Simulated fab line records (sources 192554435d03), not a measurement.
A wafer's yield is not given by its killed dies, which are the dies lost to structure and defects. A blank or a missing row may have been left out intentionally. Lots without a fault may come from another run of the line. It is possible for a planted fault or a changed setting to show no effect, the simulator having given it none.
Chamber matching + flow n5_finfet + cmp-01 running N5_GATE_CUT_CMP_61: 4 sister chambers
The step polishes, stops on SiNx, t overpolish 3 s. 20 wafers are shown with their chamber, then 10 later ones without.

WAFERS PAIRED WITH THEIR CHAMBERS
| wafer  | chamber | motor_current_A (A) |
|--------|---------|---------------------|
| L074.1 | 2       | 10.2                |
| L074.4 | 1       | 11.8                |
| L074.6 | 2       | 10.9                |
| L076.1 | 2       | 10.8                |
| L076.3 | 1       | 13.0                |
| L076.5 | 1       | 11.9                |
| L080.2 | 1       | 11.5                |
| L080.4 | 3       | 14.6                |
| L080.5 | 2       | 10.7                |
| L081.1 | 2       | 10.5                |
| L081.5 | 2       | 10.7                |
| L081.6 | 3       | 14.3                |
| L082.1 | 0       | 11.7                |
| L082.4 | 2       | 10.9                |
| L082.6 | 2       | 10.7                |
| L085.2 | 1       | 11.8                |
| L085.3 | 2       | 10.3                |
| L085.6 | 3       | 14.8                |
| L089.1 | 0       | 11.3                |
| L089.3 | 2       | 10.4                |

SIGNATURES (means of the wafers above)
| reading         | chamber 0 | chamber 1 | chamber 2 | chamber 3 | scatter within a chamber |
|-----------------|-----------|-----------|-----------|-----------|--------------------------|
| motor_current_A | 11.500    | 12.000    | 10.610    | 14.567    | 0.362                    |
Rule: a wafer lies at a distance from a chamber equal to the root of the sum of squares, over the readings, of (its reading less the chamber's mean, divided by the reading's scatter). If the next closest chamber is less than 2 further off than the closest, the wafer can't be placed; otherwise it belongs to the closest. The scatter: the root of (the sum of the squares of (reading less its chamber's mean) over the shown wafers, divided by (wafers less chambers)).

WAFERS WHOSE CHAMBER IS MISSING
| wafer  | motor_current_A (A) |
|--------|---------------------|
| L089.4 | 15.4                |
| L092.1 | 15.3                |
| L092.2 | 12.3                |
| L092.5 | 10.2                |
| L094.2 | 12.4                |
| L094.3 | 14.9                |
| L094.6 | 10.4                |
| L096.1 | 11.1                |
| L096.4 | 11.3                |
| L096.5 | 11.7                |

THE CHAMBER EACH PASSED THROUGH
| wafer  | from the rows above          | in truth |
|--------|------------------------------|----------|
| L089.4 | 3                            | 3        |
| L092.1 | 3                            | 3        |
| L092.2 | can't be placed: 1 or 0      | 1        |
| L092.5 | 2                            | 2        |
| L094.2 | can't be placed: 1 or 0      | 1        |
| L094.3 | 3                            | 3        |
| L094.6 | 2                            | 2        |
| L096.1 | can't be placed: 0 or 2 or 1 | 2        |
| L096.4 | can't be placed: 0 or 2 or 1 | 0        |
| L096.5 | can't be placed: 0 or 1      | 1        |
Placed correctly: 5 of 10. Not placeable from these rows: 5 (in 5, the candidates include the true chamber). 0 placed wrongly.
